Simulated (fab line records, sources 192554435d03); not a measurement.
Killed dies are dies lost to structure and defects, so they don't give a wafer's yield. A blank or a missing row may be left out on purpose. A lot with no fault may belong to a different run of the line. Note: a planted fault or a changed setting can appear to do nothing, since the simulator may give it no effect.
fab line records	flow n5Finfet
record: lots: 24	wafers: 72	lastDay: 17
route steps=1938 shown BEOL_M11@1581 BEOL_M12@1635
lots untouched by any fault: they come from a run of this same line in which no faults occurred
startH: hours from the record's opening day to when the first of the lot's shown wafers began	waitH: hours elapsed since this lot's preceding step	" identical to the entry in the row above	L1.1+2: a row that stands for several wafers	- no value present, or no start provided	* or withheld: withheld	< > ~ a bound
route shown NAME@n: a module of which the file shows steps, and the number in the route of the first	usual: mean and standard deviation over wafers with no fault	same: alike in all rows	chamber/n: place in a boat	sites: readings site by site	_std_site: standard deviation across them	_edge_site: mean of outer sites minus mean of inner sites	radiusMm: for every site, how far away it sits from the centre of the wafer	mask NAME#n: copy n	behind: the most recent tool/chamber to have shaped the wafer	hold: cause of the lot's hold/its duration in hours/its outcome	device: whichever transistor did not switch (one of n, p or np)	end of line: the same wafers' tests at the end of the route	a step given without rows: its recipe and nothing more	killed: count of dies lost to structure and defects at first sort (not the wafer's yield)	map: dies across one wafer; x = killed, . = not, _ = none there
set.NAME: the run value of the setting; set.NAME@STEP: its run value at that earlier step	model.NAME: the simulator's own value behind a step, which no gauge read
steps of the route over a sample of lots; a table a step, a row a wafer
services: when a tool's chamber went out of use (startH, in hours from the record's first day, below 0 if earlier), for how many hours, and the reason
== steps ==
step: N5_BEOL_M11_OCD_MEAS_38
usual: trenchDepthNm: 146.6/2.6
lot.wafer	tool	chamber	startH	waitH	trenchDepthNm
L075.4	ocd-01	-	230.56	-	147.1
L075.5	"	-	"	"	145.2
L075.6	"	-	"	"	145.6
L074.2	ocd-02	-	231.08	-	143.7
L074.3	"	-	"	"	144.1
L074.4	"	-	"	"	144.5
L076.2	ocd-02	-	242.08	-	147.5
L076.3	"	-	"	"	145.6
L076.6	"	-	"	"	145.1
L078.2	ocd-02	-	245.71	-	147.8
L078.3	"	-	"	"	145.5
L078.4	"	-	"	"	147.5
L077.3	ocd-02	-	248.07	-	151.4
L077.5	"	-	"	"	148.0
L077.6	"	-	"	"	151.6
L080.1	ocd-01	-	251.15	-	144.4
L080.3	"	-	"	"	141.6
L080.4	"	-	"	"	144.3
L079.1	ocd-02	-	254.38	-	148.2
L079.2	"	-	"	"	148.1
L079.6	"	-	"	"	147.1
L081.1	ocd-01	-	256.20	-	145.1
L081.3	"	-	"	"	149.9
L081.6	"	-	"	"	152.3
L083.1	ocd-02	-	274.85	-	147.2
L083.4	"	-	"	"	146.0
L083.5	"	-	"	"	147.7
L082.1	ocd-02	-	275.01	-	150.8
L082.3	"	-	"	"	149.7
L082.4	"	-	"	"	150.2
L084.2	ocd-02	-	277.04	-	146.8
L084.3	"	-	"	"	149.6
L084.6	"	-	"	"	147.6
L085.2	ocd-02	-	280.39	-	145.9
L085.4	"	-	"	"	145.1
L085.5	"	-	"	"	145.6
L086.2	ocd-02	-	283.29	-	146.9
L086.3	"	-	"	"	144.3
L086.6	"	-	"	"	149.4
L089.1	ocd-02	-	302.55	-	150.3
L089.2	"	-	"	"	144.6
L089.3	"	-	"	"	145.9
L087.3	ocd-01	-	305.72	-	144.9
L087.5	"	-	"	"	146.1
L087.6	"	-	"	"	146.8
L088.1	ocd-02	-	313.05	-	153.2
L088.5	"	-	"	"	152.5
L088.6	"	-	"	"	150.0
L090.1	ocd-01	-	322.76	-	145.0
L090.3	"	-	"	"	146.2
L090.5	"	-	"	"	146.1
L091.2	ocd-01	-	322.86	-	146.7
L091.5	"	-	"	"	144.5
L091.6	"	-	"	"	144.2
L093.2	ocd-02	-	334.18	-	145.0
L093.3	"	-	"	"	143.4
L093.4	"	-	"	"	146.5
L092.1	ocd-01	-	337.06	-	151.9
L092.2	"	-	"	"	151.6
L092.4	"	-	"	"	147.3
L095.2	ocd-01	-	342.63	-	144.4
L095.5	"	-	"	"	141.7
L095.6	"	-	"	"	142.8
L094.3	ocd-01	-	346.59	-	146.8
L094.4	"	-	"	"	145.5
L094.6	"	-	"	"	144.3
L096.4	ocd-02	-	352.28	-	147.5
L096.5	"	-	"	"	145.3
L096.6	"	-	"	"	147.0
L097.2	ocd-02	-	368.51	-	147.4
L097.4	"	-	"	"	144.9
L097.6	"	-	"	"	145.4
step: N5_BEOL_M11_SURFACE_TREAT_76
recipe: gas: Ar	timeS: *	ionEnergyEv: *	ionCurrentMaCm2: 0.5	pressureMtorr: *	arFlowSccm: 30
usual: throttleValvePct: *
lot.wafer	tool	chamber	startH	waitH	throttleValvePct
L075.4	pvdSputter-01	-	232.00	0.3	*
L075.5	"	-	"	"	*
L075.6	"	-	"	"	*
L074.2	pvdSputter-01	-	232.80	0.3	*
L074.3	"	-	"	"	*
L074.4	"	-	"	"	*
L076.2	pvdSputter-03	-	243.12	0.2	*
L076.3	"	-	"	"	*
L076.6	"	-	"	"	*
L078.2	pvdSputter-03	-	246.68	0.2	*
L078.3	"	-	"	"	*
L078.4	"	-	"	"	*
L077.3	pvdSputter-03	-	250.01	0.5	*
L077.5	"	-	"	"	*
L077.6	"	-	"	"	*
L080.1	pvdSputter-03	-	253.83	0.2	*
L080.3	"	-	"	"	*
L080.4	"	-	"	"	*
L079.1	pvdSputter-01	-	256.58	0.2	*
L079.2	"	-	"	"	*
L079.6	"	-	"	"	*
L081.1	pvdSputter-01	-	257.34	0.2	*
L081.3	"	-	"	"	*
L081.6	"	-	"	"	*
L083.1	pvdSputter-01	-	276.20	0.4	*
L083.4	"	-	"	"	*
L083.5	"	-	"	"	*
L082.1	pvdSputter-01	-	276.36	0.2	*
L082.3	"	-	"	"	*
L082.4	"	-	"	"	*
L084.2	pvdSputter-03	-	278.30	0.2	*
L084.3	"	-	"	"	*
L084.6	"	-	"	"	*
L085.2	pvdSputter-02	-	282.19	0.2	*
L085.4	"	-	"	"	*
L085.5	"	-	"	"	*
L086.2	pvdSputter-02	-	285.92	0.2	*
L086.3	"	-	"	"	*
L086.6	"	-	"	"	*
L089.1	pvdSputter-01	-	305.82	0.2	*
L089.2	"	-	"	"	*
L089.3	"	-	"	"	*
L087.3	pvdSputter-01	-	307.04	0.2	*
L087.5	"	-	"	"	*
L087.6	"	-	"	"	*
L088.1	pvdSputter-02	-	314.56	0.2	*
L088.5	"	-	"	"	*
L088.6	"	-	"	"	*
L090.1	pvdSputter-03	-	323.93	0.2	*
L090.3	"	-	"	"	*
L090.5	"	-	"	"	*
L091.2	pvdSputter-01	-	323.95	0.2	*
L091.5	"	-	"	"	*
L091.6	"	-	"	"	*
L093.2	pvdSputter-03	-	335.28	0.3	*
L093.3	"	-	"	"	*
L093.4	"	-	"	"	*
L092.1	pvdSputter-01	-	338.49	0.3	*
L092.2	"	-	"	"	*
L092.4	"	-	"	"	*
L095.2	pvdSputter-03	-	344.64	0.4	*
L095.5	"	-	"	"	*
L095.6	"	-	"	"	*
L094.3	pvdSputter-03	-	348.06	0.2	*
L094.4	"	-	"	"	*
L094.6	"	-	"	"	*
L096.4	pvdSputter-03	-	355.00	0.2	*
L096.5	"	-	"	"	*
L096.6	"	-	"	"	*
L097.2	pvdSputter-01	-	369.80	0.3	*
L097.4	"	-	"	"	*
L097.6	"	-	"	"	*
step: N5_BEOL_M12_DESCUM_33
recipe: chemistry: O2	timeS: 7.9	sourcePowerW: 50	biasPowerW: 20	pressureMtorr: 20	rfFrequencyHz: 2.712e+07	tempC: 40	o2FlowSccm: 225
usual: drypumpMotorCurrentA: 5.6/0.55	oesProductAu: 0.79/0.068	rfVppV: 242.7/1.1	showerheadPlenumPTorr: 2.06/0.046	throttleValvePct: 20.48/0.2
lot.wafer	tool	chamber	startH	waitH	drypumpMotorCurrentA	oesProductAu	rfHoursCounterH	rfVppV	showerheadPlenumPTorr	throttleValvePct
L075.4	rieDiel-05	3	235.88	1.0	4.9	0.91	-	241.9	2.03	20.25
L075.5	"	2	"	"	6.7	0.72	-	242.0	2.05	20.87
L075.6	"	0	"	"	5.1	0.84	-	243.1	2.02	20.34
L074.2	rieDiel-01	0	236.61	0.0	6.3	0.75	158	244.7	2.11	20.56
L074.3	"	3	"	"	6.0	0.79	117	242.8	2.08	20.45
L074.4	"	1	"	"	5.7	0.67	241	242.6	2.07	21.23
L076.2	rieDiel-05	1	247.24	0.7	5.8	0.83	75	243.8	2.06	20.59
L076.3	"	3	"	"	5.0	0.90	48	240.7	2.03	20.26
L076.6	"	0	"	"	5.1	0.83	-	242.7	2.02	20.35
L078.2	rieDiel-05	2	249.93	0.1	6.7	0.71	210	242.7	2.05	20.85
L078.3	"	3	"	"	5.0	0.89	49	242.6	2.03	20.27
L078.4	"	0	"	"	5.1	0.84	89	243.5	2.02	20.35
L077.3	rieDiel-04	1	253.17	0.0	5.4	0.83	81	244.4	2.13	20.52
L077.5	"	3	"	"	6.0	0.89	-	242.9	2.04	20.26
L077.6	"	0	"	"	5.9	0.76	-	241.5	2.00	20.31
L080.1	rieDiel-04	3	257.28	0.0	6.0	0.89	51	242.0	2.04	20.27
L080.3	"	1	"	"	5.4	0.84	82	243.6	2.13	20.51
L080.4	"	2	"	"	5.4	0.88	39	242.3	2.06	20.28
L079.1	rieDiel-05	3	260.27	0.2	5.0	0.89	53	242.3	2.03	20.25
L079.2	"	0	"	"	5.1	0.84	93	242.3	2.02	20.35
L079.6	"	2	"	"	6.7	0.71	-	243.6	2.05	20.87
L081.1	rieDiel-01	3	261.69	0.0	6.0	0.77	125	242.7	2.08	20.47
L081.3	"	0	"	"	6.3	0.74	167	242.7	2.10	20.55
L081.6	"	0	"	"	6.3	0.74	-	242.3	2.10	20.55
L083.1	rieDiel-05	3	279.46	0.0	5.0	0.88	61	242.3	2.03	20.28
L083.4	"	2	"	"	6.7	0.69	222	242.6	2.05	20.90
L083.5	"	0	"	"	5.1	0.83	-	242.4	2.02	20.38
L082.1	rieDiel-01	2	279.50	0.0	5.3	0.72	171	242.0	2.15	20.44
L082.3	"	3	"	"	6.0	0.76	134	243.4	2.08	20.48
L082.4	"	3	"	"	6.0	0.76	-	243.3	2.08	20.47
L084.2	rieDiel-04	3	281.96	0.4	6.0	0.86	60	241.3	2.04	20.26
L084.3	"	1	"	"	5.5	0.83	92	244.5	2.13	20.52
L084.6	"	0	"	"	5.9	0.75	-	243.5	1.99	20.32
L085.2	rieDiel-01	0	285.19	0.1	6.3	0.73	179	243.2	2.10	20.57
L085.4	"	0	"	"	6.3	0.74	-	243.5	2.10	20.56
L085.5	"	2	"	"	5.3	0.72	-	244.6	2.15	20.45
L086.2	rieDiel-05	0	289.60	0.3	5.1	0.82	102	243.5	2.02	20.37
L086.3	"	2	"	"	6.7	0.69	225	242.0	2.04	20.89
L086.6	"	3	"	"	4.9	0.88	-	243.4	2.03	20.29
L089.1	rieDiel-01	1	308.80	0.0	5.7	0.96	7	242.8	2.07	20.80
L089.2	"	0	"	"	6.3	0.72	188	243.2	2.10	20.58
L089.3	"	3	"	"	6.0	0.76	145	243.3	2.07	20.50
L087.3	rieDiel-04	1	310.07	0.0	5.4	0.80	102	242.1	2.12	20.53
L087.5	"	1	"	"	5.4	0.81	-	242.6	2.12	20.55
L087.6	"	2	"	"	5.4	0.86	-	239.4	2.05	20.31
L088.1	rieDiel-05	3	317.35	0.0	5.0	0.87	76	242.7	2.02	20.31
L088.5	"	3	"	"	5.0	0.86	-	241.0	2.02	20.31
L088.6	"	2	"	"	6.7	0.69	-	242.4	2.04	20.89
L090.1	rieDiel-01	3	326.75	0.0	6.0	0.75	152	243.2	2.07	20.50
L090.3	"	1	"	"	5.7	0.94	13	242.7	2.07	20.81
L090.5	"	3	"	"	6.0	0.75	-	242.8	2.07	20.51
L091.2	rieDiel-05	0	327.03	0.0	5.1	0.80	117	241.7	2.01	20.38
L091.5	"	0	"	"	5.1	0.80	-	242.6	2.01	20.40
L091.6	"	3	"	"	5.0	0.86	-	241.2	2.02	20.31
L093.2	rieDiel-05	1	338.56	0.0	5.8	0.78	103	242.3	2.05	20.64
L093.3	"	0	"	"	5.1	0.79	122	243.4	2.01	20.40
L093.4	"	3	"	"	5.0	0.85	80	243.0	2.02	20.31
L092.1	rieDiel-05	1	341.44	0.1	5.8	0.79	105	241.3	2.05	20.63
L092.2	"	3	"	"	4.9	0.86	82	241.8	2.02	20.33
L092.4	"	0	"	"	5.1	0.80	124	242.1	2.01	20.40
L095.2	rieDiel-01	2	347.83	0.1	5.3	0.71	195	243.9	2.15	20.46
L095.5	"	3	"	"	6.0	0.75	-	243.5	2.07	20.52
L095.6	"	2	"	"	5.3	0.71	-	244.9	2.15	20.46
L094.3	rieDiel-04	1	351.20	0.1	5.5	0.80	116	244.2	2.12	20.58
L094.4	"	2	"	"	5.3	0.84	73	243.7	2.05	20.33
L094.6	"	2	"	"	5.3	0.84	-	242.1	2.05	20.31
L096.4	rieDiel-04	0	358.00	0.0	5.9	0.72	188	241.0	1.98	20.36
L096.5	"	0	"	"	5.9	0.72	-	242.7	1.98	20.36
L096.6	"	3	"	"	6.0	0.83	-	242.1	2.03	20.29
L097.2	rieDiel-05	1	374.19	0.0	5.8	0.77	117	242.4	2.04	20.66
L097.4	"	1	"	"	5.8	0.77	-	242.3	2.04	20.67
L097.6	"	0	"	"	5.1	0.78	-	243.0	2.01	20.42
step: N5_BEOL_M12_PRE_CLEAN_42
recipe: gas: H2/He	timeS: 30	tempC: 250
usual: heaterPowerW: 340/33
lot.wafer	tool	chamber	startH	waitH	heaterPowerW
L075.4	pvdSputter-01	-	237.76	0.0	305
L075.5	"	-	"	"	400
L075.6	"	-	"	"	302
L074.2	pvdSputter-03	-	241.68	0.0	395
L074.3	"	-	"	"	369
L074.4	"	-	"	"	340
L076.2	pvdSputter-01	-	248.16	0.0	309
L076.3	"	-	"	"	371
L076.6	"	-	"	"	297
L078.2	pvdSputter-02	-	251.03	0.0	313
L078.3	"	-	"	"	350
L078.4	"	-	"	"	329
L077.3	pvdSputter-02	-	254.06	0.0	306
L077.5	"	-	"	"	350
L077.6	"	-	"	"	325
L080.1	pvdSputter-01	-	259.98	0.0	308
L080.3	"	-	"	"	393
L080.4	"	-	"	"	360
L079.1	pvdSputter-01	-	262.74	0.0	409
L079.2	"	-	"	"	321
L079.6	"	-	"	"	398
L081.1	pvdSputter-02	-	263.16	0.0	347
L081.3	"	-	"	"	310
L081.6	"	-	"	"	348
L083.1	pvdSputter-02	-	281.27	0.0	322
L083.4	"	-	"	"	291
L083.5	"	-	"	"	344
L082.1	pvdSputter-01	-	282.36	0.0	398
L082.3	"	-	"	"	312
L082.4	"	-	"	"	359
L084.2	pvdSputter-02	-	282.84	0.0	325
L084.3	"	-	"	"	352
L084.6	"	-	"	"	326
L085.2	pvdSputter-02	-	287.40	0.0	328
L085.4	"	-	"	"	290
L085.5	"	-	"	"	302
L086.2	pvdSputter-02	-	292.27	0.0	322
L086.3	"	-	"	"	347
L086.6	"	-	"	"	327
L089.1	pvdSputter-02	-	310.20	0.0	344
L089.2	"	-	"	"	301
L089.3	"	-	"	"	295
L087.3	pvdSputter-02	-	313.56	0.0	326
L087.5	"	-	"	"	305
L087.6	"	-	"	"	294
L088.1	pvdSputter-03	-	323.63	0.0	338
L088.5	"	-	"	"	397
L088.6	"	-	"	"	342
L090.1	pvdSputter-01	-	330.95	0.0	357
L090.3	"	-	"	"	300
L090.5	"	-	"	"	397
L091.2	pvdSputter-03	-	331.43	0.0	342
L091.5	"	-	"	"	342
L091.6	"	-	"	"	396
L093.2	pvdSputter-03	-	341.30	0.0	340
L093.3	"	-	"	"	396
L093.4	"	-	"	"	339
L092.1	pvdSputter-03	-	344.36	0.0	374
L092.2	"	-	"	"	349
L092.4	"	-	"	"	403
L095.2	pvdSputter-02	-	349.44	0.0	314
L095.5	"	-	"	"	347
L095.6	"	-	"	"	326
L094.3	pvdSputter-03	-	352.12	0.0	397
L094.4	"	-	"	"	347
L094.6	"	-	"	"	361
L096.4	pvdSputter-03	-	359.48	0.0	399
L096.5	"	-	"	"	403
L096.6	"	-	"	"	346
L097.2	pvdSputter-03	-	378.46	0.0	363
L097.4	"	-	"	"	342
L097.6	"	-	"	"	343
step: N5_BEOL_M12_ANNEAL_48
recipe: tempC: 225	timeS: 90	ambient: N2
usual: wafer_temp_C_max: 226.1/0.3
lot.wafer	tool	chamber	startH	waitH	wafer_temp_C_max
L075.4	rtpAnneal-02	0	238.36	0.2	226.2
L075.5	"	0	"	"	225.9
L075.6	"	0	"	"	226.1
L074.2	rtpAnneal-01	0	242.34	0.3	225.9
L074.3	"	0	"	"	226.3
L074.4	"	0	"	"	226.0
L076.2	rtpAnneal-02	0	248.67	0.1	226.4
L076.3	"	0	"	"	226.3
L076.6	"	0	"	"	225.8
L078.2	rtpAnneal-02	0	251.54	0.1	226.3
L078.3	"	0	"	"	225.9
L078.4	"	0	"	"	226.1
L077.3	rtpAnneal-02	0	254.61	0.2	226.0
L077.5	"	0	"	"	226.1
L077.6	"	0	"	"	226.0
L080.1	rtpAnneal-02	0	260.58	0.2	226.6
L080.3	"	0	"	"	226.0
L080.4	"	0	"	"	226.4
L079.1	rtpAnneal-02	0	263.20	0.1	226.3
L079.2	"	0	"	"	226.5
L079.6	"	0	"	"	226.4
L081.1	rtpAnneal-02	0	263.63	0.1	226.1
L081.3	"	0	"	"	226.7
L081.6	"	0	"	"	226.2
L083.1	rtpAnneal-01	0	281.76	0.1	225.8
L083.4	"	0	"	"	226.1
L083.5	"	0	"	"	225.8
L082.1	rtpAnneal-01	0	283.18	0.5	226.1
L082.3	"	0	"	"	225.7
L082.4	"	0	"	"	226.2
L084.2	rtpAnneal-02	0	283.64	0.4	225.8
L084.3	"	0	"	"	226.2
L084.6	"	0	"	"	225.9
L085.2	rtpAnneal-02	0	288.00	0.2	226.4
L085.4	"	0	"	"	226.7
L085.5	"	0	"	"	226.7
L086.2	rtpAnneal-02	0	292.94	0.3	226.1
L086.3	"	0	"	"	225.7
L086.6	"	0	"	"	226.5
L089.1	rtpAnneal-01	0	310.84	0.3	225.8
L089.2	"	0	"	"	225.9
L089.3	"	0	"	"	226.0
L087.3	rtpAnneal-02	0	314.21	0.2	226.2
L087.5	"	0	"	"	226.0
L087.6	"	0	"	"	226.5
L088.1	rtpAnneal-02	0	324.09	0.1	226.0
L088.5	"	0	"	"	226.0
L088.6	"	0	"	"	226.2
L090.1	rtpAnneal-01	0	331.64	0.3	226.0
L090.3	"	0	"	"	226.2
L090.5	"	0	"	"	226.2
L091.2	rtpAnneal-02	0	332.27	0.5	226.3
L091.5	"	0	"	"	225.6
L091.6	"	0	"	"	225.7
L093.2	rtpAnneal-01	0	342.02	0.3	225.9
L093.3	"	0	"	"	225.7
L093.4	"	0	"	"	226.0
L092.1	rtpAnneal-01	0	344.82	0.1	226.2
L092.2	"	0	"	"	226.1
L092.4	"	0	"	"	226.2
L095.2	rtpAnneal-01	0	349.95	0.1	225.8
L095.5	"	0	"	"	225.9
L095.6	"	0	"	"	226.1
L094.3	rtpAnneal-01	0	352.67	0.2	225.8
L094.4	"	0	"	"	225.8
L094.6	"	0	"	"	226.1
L096.4	rtpAnneal-02	0	361.82	1.9	225.8
L096.5	"	0	"	"	226.1
L096.6	"	0	"	"	225.4
L097.2	rtpAnneal-02	0	379.13	0.3	226.1
L097.4	"	0	"	"	226.0
L097.6	"	0	"	"	225.7
step: N5_BEOL_M12_DEP_53
recipe: material: SiCN	targetThkA: 300	tempC: withheld	precursor: 3MS/NH3	pressureTorr: 3	rfW: 675	timeS: 10.5
usual: showerheadPlenumPTorr: 4.154/0.019	throttleValvePct: 18.5/0.57
lot.wafer	tool	chamber	startH	waitH	showerheadPlenumPTorr	throttleValvePct
L075.4	pecvd-03	1	238.91	0.0	4.122	18.2
L075.5	"	1	"	"	4.124	18.3
L075.6	"	2	"	"	4.164	17.8
L074.2	pecvd-03	1	242.96	0.0	4.122	18.4
L074.3	"	1	"	"	4.122	18.4
L074.4	"	2	"	"	4.156	17.8
L076.2	pecvd-03	0	249.29	0.0	4.181	19.5
L076.3	"	1	"	"	4.127	18.6
L076.6	"	2	"	"	4.172	17.8
L078.2	pecvd-01	2	252.14	0.0	4.145	18.0
L078.3	"	1	"	"	4.156	18.7
L078.4	"	2	"	"	4.151	17.7
L077.3	pecvd-03	0	255.17	0.0	4.188	19.6
L077.5	"	1	"	"	4.115	18.2
L077.6	"	0	"	"	4.188	19.7
L080.1	pecvd-04	2	261.24	0.0	4.134	18.5
L080.3	"	0	"	"	4.145	18.8
L080.4	"	0	"	"	4.135	18.7
L079.1	pecvd-01	1	263.86	0.0	4.152	19.0
L079.2	"	2	"	"	4.159	18.0
L079.6	"	2	"	"	4.165	17.8
L081.1	pecvd-03	2	264.29	0.0	4.155	17.9
L081.3	"	0	"	"	4.186	20.0
L081.6	"	0	"	"	4.176	19.7
L083.1	pecvd-04	2	282.47	0.0	4.143	18.6
L083.4	"	0	"	"	4.154	19.2
L083.5	"	1	"	"	4.173	17.7
L082.1	pecvd-01	0	283.83	0.0	4.166	19.4
L082.3	"	1	"	"	4.165	18.8
L082.4	"	2	"	"	4.171	18.0
L084.2	pecvd-04	2	284.25	0.0	4.140	18.8
L084.3	"	0	"	"	4.143	18.8
L084.6	"	0	"	"	4.140	18.9
L085.2	pecvd-03	2	288.62	0.0	4.159	17.8
L085.4	"	1	"	"	4.119	18.2
L085.5	"	2	"	"	4.157	17.7
L086.2	pecvd-04	1	293.55	0.0	4.172	17.9
L086.3	"	2	"	"	4.140	18.7
L086.6	"	0	"	"	4.139	18.3
L089.1	pecvd-01	2	311.52	0.0	4.156	18.2
L089.2	"	1	"	"	4.159	18.8
L089.3	"	2	"	"	4.166	18.1
L087.3	pecvd-04	0	314.97	0.0	4.141	18.9
L087.5	"	1	"	"	4.175	18.0
L087.6	"	2	"	"	4.134	18.6
L088.1	pecvd-03	1	324.74	0.0	4.118	18.2
L088.5	"	1	"	"	4.127	18.3
L088.6	"	2	"	"	4.161	17.9
L090.1	pecvd-03	2	332.30	0.0	4.160	18.2
L090.3	"	1	"	"	4.122	18.6
L090.5	"	0	"	"	4.186	19.5
L091.2	pecvd-01	0	332.88	0.0	4.167	19.3
L091.5	"	0	"	"	4.170	19.3
L091.6	"	2	"	"	4.168	17.7
L093.2	pecvd-03	2	342.64	0.0	4.161	18.2
L093.3	"	2	"	"	4.160	17.8
L093.4	"	1	"	"	4.126	18.4
L092.1	pecvd-01	1	345.47	0.0	4.165	18.9
L092.2	"	2	"	"	4.159	18.3
L092.4	"	0	"	"	4.173	19.1
L095.2	pecvd-03	2	350.57	0.0	4.153	18.0
L095.5	"	1	"	"	4.123	18.3
L095.6	"	2	"	"	4.167	17.7
L094.3	pecvd-03	2	353.26	0.0	4.158	18.1
L094.4	"	1	"	"	4.127	18.3
L094.6	"	2	"	"	4.156	18.3
L096.4	pecvd-04	2	362.36	0.0	4.150	18.8
L096.5	"	0	"	"	4.142	18.8
L096.6	"	1	"	"	4.180	18.0
L097.2	pecvd-01	0	379.74	0.0	4.162	19.4
L097.4	"	2	"	"	4.157	18.3
L097.6	"	1	"	"	4.153	18.9
== services ==
tool	chamber	startH	hours	kind
rieDiel-05	1	230.89	5.4	repair
pecvd-03	0	235.17	7.8	repair
rieDiel-04	2	242.38	12.5	repair
pecvd-04	1	244.42	4.1	repair
rieDiel-01	1	260.23	-	clean
pecvd-01	-	264.89	5.5	pm
pecvd-03	2	292.78	6.0	repair
rieDiel-05	2	298.44	8.7	repair
pecvd-03	2	304.69	5.5	scheduledDown
pecvd-01	0	309.70	7.9	repair
rieDiel-01	2	319.59	4.7	repair
pecvd-01	-	321.01	6.0	pm
rieDiel-05	3	327.61	10.9	repair
pecvd-03	0	340.68	16.5	scheduledDown
rieDiel-01	-	342.20	0.2	repair
pecvd-01	-	352.23	1.2	repair
rtpAnneal-01	-	352.85	9.3	pm
pecvd-03	1	357.18	5.5	scheduledDown
rieDiel-05	-	357.67	2.8	pm
rieDiel-05	2	367.49	-	clean
rieDiel-05	2	367.49	-	consumableReplace:focusRing
rieDiel-05	2	367.49	10.9	scheduledDown
rieDiel-05	2	367.49	10.9	ventCycle
pecvd-03	1	377.25	5.0	repair
== key ==
fault none
